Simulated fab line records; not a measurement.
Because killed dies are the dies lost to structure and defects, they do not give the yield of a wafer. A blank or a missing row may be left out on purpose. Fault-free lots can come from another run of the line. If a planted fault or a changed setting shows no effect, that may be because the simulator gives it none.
A struck lot beside a sound one | flow n5_finfet | 36 steps out of a route of 1938
Sound: wafers L586.2, L586.4, L586.6. Struck: wafer L591.3 (left out: L591.2, L591.5 of the same lot, which were not struck); the cause appears at the end.
Order at every step that has rows: each side's tool, ch and its chambers, its first start. Under that, the readings that differ: sound wafers | struck wafers | difference of the means | sigmas: that difference in standard deviations of wafers without a fault.
alike: same words and numbers on both sides, and readings whose means sit less than 2 such deviations apart. not compared: any withheld reading, any reading some wafer has no value for, any bound like >300 that may hide the same value, and any number with overlapping values for which the record gives no deviation.
Wherever a step has rows on one side only, a row that says differs or no value, or a row with sigmas, the two part there. Numbers that have no deviation but don't overlap get no sigmas and don't part them. Lack of a reading on every wafer of one side parts them only where that side has two or more wafers.

first, 9 steps without rows for these wafers: N5_BEOL_M11_ALD_74 (deposits TaN, target thk 2 nm, pulse time 2 s, purge time 3 s); N5_BEOL_M11_SURFACE_TREAT_76; N5_BEOL_M11_CVD_75 (deposits Co from CCTBA/H2, target thk 2 nm, time 138.9 s); N5_BEOL_M11_SPUTTER_48 (material Cu, target thk 12 nm, time 2 s); N5_BEOL_M11_ECD_50 (material Cu, target thk 318 nm); N5_BEOL_M11_ANNEAL_51 (time 90 s); N5_BEOL_M11_CMP_52 (polishes, stops on SiCOH lowk, t overpolish 7 s, target thk 140 nm); N5_BEOL_M11_PRE_CLEAN_55 (time 15 s); N5_BEOL_M11_DEP_56 (deposits SiCN from 3MS/NH3, target thk 30 nm, time 10.5 s).
N5_BEOL_M12_ILD_DEP_00: deposits SiOC from DEMS/O2, target thk 658.92 nm, time 130.7 s.
  sound on pecvd-04 ch 0,1,2, day 13 01:59; struck on pecvd-04 ch 1, day 14 14:26
  reading                                       | sound             | struck | difference | sigmas
  model.SiOC_of_BEOL_M12_ILD_DEP_00.thk_nm (nm) | 647.2 651.6 658.8 | 704.2  | +51.7      |
  alike: heater_power_w, showerhead_plenum_p_Torr, throttle_valve_pct
N5_BEOL_M12_THK_MEAS_01:
  sound on film_metro-01 at day 13 02:07; struck on film_metro-02 at day 14 14:35
  reading          | sound       | struck | difference | sigmas
  M12_ILD_THK (nm) | 647 652 659 | 704    | +51        | +6
then, 10 steps without rows for these wafers: N5_BEOL_M12_COAT_58 (time 60 s, resist thk 89 nm); N5_BEOL_M12_COAT_04 (resist thk 400 nm); N5_BEOL_M12_EBR_06; N5_BEOL_M12_SOFTBAKE_05 (time 60 s); N5_BEOL_M12_EXPOSE_07 (exposes mask V11); N5_BEOL_M12_PEB_08 (peb time 90 s); N5_BEOL_M12_DEVELOP_09 (develop time 45 s); N5_BEOL_M12_HARDBAKE_14 (time 120 s); N5_BEOL_M12_DESCUM_15 (chemistry O2, time 7.9 s); N5_BEOL_M12_ETCH_59 (etches BARC in N2/H2, target depth 89 nm, overetch 26.7 nm, time 67.9 s).
N5_BEOL_M12_VIA_ETCH_16: etches SiOC in C4F8/O2/Ar, target depth 724.8 nm.
  sound on rie_diel-05 ch 0,3, day 13 02:45; struck on rie_diel-02 ch 0, day 14 15:04
  reading                                    | sound             | struck | difference | sigmas
  model.etch.depth_nm (nm)                   | 647.1 651.6 658.9 | 704.3  | +51.8      |
  model.coat_of_BEOL_M12_COAT_04.thk_nm (nm) | 127.8 125.6 124.4 | 108.6  | -17.3      |
  alike: drypump_motor_current_A, oes_product_au, rf_vpp_V, showerhead_plenum_p_Torr, throttle_valve_pct
N5_BEOL_M12_STRIP_63: strips in N2/H2.
  sound on plasma_asher-02 ch 1, day 13 02:57; struck on plasma_asher-01 ch 1, day 14 15:16
  reading                      | sound             | struck | difference | sigmas
  heater_power_w (W)           | 296 291 286       | 336    | +45        | +2
  oes_product_au (a.u.)        | 0.693 0.700 0.691 | 0.683  | -0.012     | -2
  strip_time_to_endpoint_s (s) | 43.8 43.2 42.9    | 38.6   | -4.7       | -5
  alike: drypump_motor_current_A
  not compared: rf_hours_counter_h
then, 12 steps without rows for these wafers: N5_BEOL_M12_STRIP_64 (strips in N2/H2); N5_BEOL_M12_STRIP_71 (strips in post etch residue remover, time 60 s); N5_BEOL_M12_SRD_72 (time 30 s, dry time 30 s); N5_BEOL_M12_COAT_65 (time 60 s, resist thk 300 nm); N5_BEOL_M12_COAT_66 (time 60 s, resist thk 110 nm); N5_BEOL_M12_COAT_22 (resist thk 300 nm); N5_BEOL_M12_EBR_24; N5_BEOL_M12_SOFTBAKE_23 (time 60 s); N5_BEOL_M12_EXPOSE_25 (exposes mask M12); N5_BEOL_M12_PEB_26 (peb time 90 s); N5_BEOL_M12_DEVELOP_27 (develop time 45 s); N5_BEOL_M12_HARDBAKE_32 (time 120 s).
N5_BEOL_M12_CMP_49: polishes, stops on SiOC, t overpolish 20.6 s, target thk 320 nm.
  sound on cmp-02 ch 0,2, day 13 07:08; struck on cmp-02 ch 0, day 14 19:22
  reading                                       | sound             | struck | difference | sigmas
  model.SiOC_of_BEOL_M12_ILD_DEP_00.thk_nm (nm) | 589.6 592.4 600.4 | 644.6  | +50.5      |
  alike: motor_current_A

## WHERE THEY PART
First at N5_BEOL_M12_THK_MEAS_01; last, within this record, at N5_BEOL_M12_STRIP_63. Later steps at which nothing parts them and some readings are alike: N5_BEOL_M12_CMP_49.

WHY: whatever the simulator had introduced
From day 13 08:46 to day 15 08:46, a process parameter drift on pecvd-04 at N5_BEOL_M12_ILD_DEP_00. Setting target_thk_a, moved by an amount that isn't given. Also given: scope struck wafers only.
